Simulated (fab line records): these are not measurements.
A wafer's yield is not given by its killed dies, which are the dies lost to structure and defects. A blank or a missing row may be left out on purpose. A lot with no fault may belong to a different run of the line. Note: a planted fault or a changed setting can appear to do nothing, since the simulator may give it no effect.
Split-lot trial | flow n5_finfet | 21 wafers read from 7 lots, route of 1938 steps

## THE SPLIT
At N5_BEOL_M14_EXPOSE_07 (exposes mask V13), the setting dose_mj was moved away from the recipe's 57 on 9 of the 21 wafers read, by -4.8% to +7.5%. The other wafers ran this setting at the recipe's value.

## FROM THE SPLIT TO THE READING: what the file shows between them, 11 steps
- N5_BEOL_M14_PEB_08: peb time 90 s
- N5_BEOL_M14_DEVELOP_09: develop time 45 s
- N5_BEOL_M14_HARDBAKE_14: time 120 s
- N5_BEOL_M14_CD_MEAS_10: target cd 250 nm
- N5_BEOL_M14_DESCUM_15: chemistry O2, time 7.9 s
- N5_BEOL_M14_ETCH_59: etches BARC in N2/H2, target depth 89 nm, overetch 26.7 nm, time 67.9 s
- N5_BEOL_M14_VIA_ETCH_16: etches SiO2 in C4F8/O2/Ar, target depth 1231.3 nm
- N5_BEOL_M14_STRIP_63: strips in O2
- N5_BEOL_M14_STRIP_64: strips in O2
- N5_BEOL_M14_STRIP_71: strips in post etch residue remover, time 60 s
- N5_BEOL_M14_SRD_72: time 30 s, dry time 30 s

## THE READING
cd_nm (nm) at N5_BEOL_M14_CD_MEAS_17, where the cd target is 250 nm. On this fab line, fault-free wafers typically give 250.8 nm with a standard deviation of 2.7 nm.

wafer  | tool, chamber at the split | dose_mj as run | against the recipe | cd_nm, nm | against lot-mates on the recipe
L075.2 | krf_scanner-02, 0          | 57             | recipe             | 250.9     | -
L075.3 | krf_scanner-02, 0          | 57             | recipe             | 249.2     | -
L075.6 | krf_scanner-02, 0          | 58.09          | +1.9%              | 256.1     | +6.1
L079.2 | krf_scanner-01, 0          | 57             | recipe             | 255.2     | -
L079.5 | krf_scanner-01, 0          | 57             | recipe             | 247.7     | -
L079.6 | krf_scanner-01, 0          | 57             | recipe             | 244.7     | -
L078.2 | krf_scanner-01, 0          | 54.48          | -4.4%              | 244.5     | -4.9
L078.3 | krf_scanner-01, 0          | 54.48          | -4.4%              | 244.1     | -5.3
L078.6 | krf_scanner-01, 0          | 57             | recipe             | 249.4     | -
L083.1 | krf_scanner-02, 0          | 57             | recipe             | 249.3     | -
L083.4 | krf_scanner-02, 0          | 57             | recipe             | 248.8     | -
L083.6 | krf_scanner-02, 0          | 57             | recipe             | 247.0     | -
L082.1 | krf_scanner-02, 0          | 61.26          | +7.5%              | 263.3     | +16.8
L082.5 | krf_scanner-02, 0          | 57             | recipe             | 246.5     | -
L082.6 | krf_scanner-02, 0          | 61.26          | +7.5%              | 264.6     | +18.1
L088.2 | krf_scanner-01, 0          | 58.38          | +2.4%              | 257.0     | +8.1
L088.5 | krf_scanner-01, 0          | 58.38          | +2.4%              | 252.6     | +3.7
L088.6 | krf_scanner-01, 0          | 57             | recipe             | 248.9     | -
L087.1 | krf_scanner-01, 0          | 54.26          | -4.8%              | 239.7     | -16.6
L087.4 | krf_scanner-01, 0          | 54.26          | -4.8%              | 242.3     | -14.0
L087.5 | krf_scanner-01, 0          | 57             | recipe             | 256.3     | -

FIT RESULTS
A straight line over all 21 wafers: cd_nm changes by +1.79 nm for each +1% of dose_mj; r = +0.90; the points scatter about the line by 2.9 nm.
The same after taking each lot's own level away (the mean of its wafers on the recipe; 21 wafers): +2.32 nm for each +1%; r = +0.93; scatter 3 nm.
That fit puts the effect of the largest move of dose_mj on the reading at 17 nm.
Measured against the standard deviation above, the lots' own levels, which go from 246.50 to 256.30 nm, span 3.6 times it.
In other words, the slope is changed by the lot-to-lot level; the two fits disagree.
Check: +17.9 nm against its lot-mates is what the line predicts for one of the wafers moved furthest among these (+7.5%) when that wafer is left out of the fit. Against them it came out at +16.8 nm.

## THE WHOLE CHAIN: every reading that the file lists as answering this split, in the file's order
step                   | what it does     | reading | change (the file's fit)              | r (the file's)
N5_BEOL_M14_CD_MEAS_10 | target cd 250 nm | cd_nm   | +2.13 nm for each +1% of the setting | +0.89
N5_BEOL_M14_CD_MEAS_17 | target cd 250 nm | cd_nm   | +2.34 nm for each +1% of the setting | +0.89

## FILE'S OWN FIT
cd_nm changes by +2.34 nm for each +1% of dose_mj, r = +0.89.
